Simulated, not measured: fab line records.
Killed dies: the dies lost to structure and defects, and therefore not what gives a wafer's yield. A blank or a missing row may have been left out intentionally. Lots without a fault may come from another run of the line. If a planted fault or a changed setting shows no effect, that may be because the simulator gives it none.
Chamber matching / flow n5 finfet / 4 sister chambers for N5_BEOL_M1_ETCH_64 on rie diel-05
The step etches SOC in N2/H2, target depth 75 nm, overetch 15 nm, time 112.5 s. 4 wafers are shown with their chamber, then 7 later ones without.

WAFERS WITH THEIR CHAMBER
wafer=L081.5; chamber=0; showerhead plenum p Torr (Torr)=2.44
wafer=L081.6; chamber=1; showerhead plenum p Torr (Torr)=2.42
wafer=L089.1; chamber=2; showerhead plenum p Torr (Torr)=2.60
wafer=L089.4; chamber=3; showerhead plenum p Torr (Torr)=2.64

WAFERS WITH NO CHAMBER GIVEN
wafer=L089.5; showerhead plenum p Torr (Torr)=2.41
wafer=L091.2; showerhead plenum p Torr (Torr)=2.63
wafer=L091.3; showerhead plenum p Torr (Torr)=2.41
wafer=L091.6; showerhead plenum p Torr (Torr)=2.41
wafer=L095.1; showerhead plenum p Torr (Torr)=2.40
wafer=L095.3; showerhead plenum p Torr (Torr)=2.63
wafer=L095.4; showerhead plenum p Torr (Torr)=2.43

WHICH CHAMBER EACH ONE RAN IN
wafer=L089.5; from the rows above=can't be placed: 1 or 0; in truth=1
wafer=L091.2; from the rows above=can't be placed: 3 or 2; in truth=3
wafer=L091.3; from the rows above=can't be placed: 1 or 0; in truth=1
wafer=L091.6; from the rows above=can't be placed: 1 or 0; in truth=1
wafer=L095.1; from the rows above=can't be placed: 1 or 0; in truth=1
wafer=L095.3; from the rows above=can't be placed: 3 or 2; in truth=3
wafer=L095.4; from the rows above=can't be placed: 0 or 1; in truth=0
Placed correctly: 0 of 7. These rows do not allow placing 7 (true chamber among the candidates in 7). Wrongly placed: 0.
How it was worked out, from the rows above alone: a wafer's distance from a chamber is the root of the sum, over the readings, of the square of ((its reading less the chamber's mean) divided by the reading's scatter). If the next closest chamber is less than 2 further off than the closest, the wafer can't be placed; otherwise it belongs to the closest. Each chamber's mean is taken over the wafers shown for it. The scatter: with one shown wafer a chamber, the root of the mean of the squares of how far each hidden wafer lies from its nearest shown one.
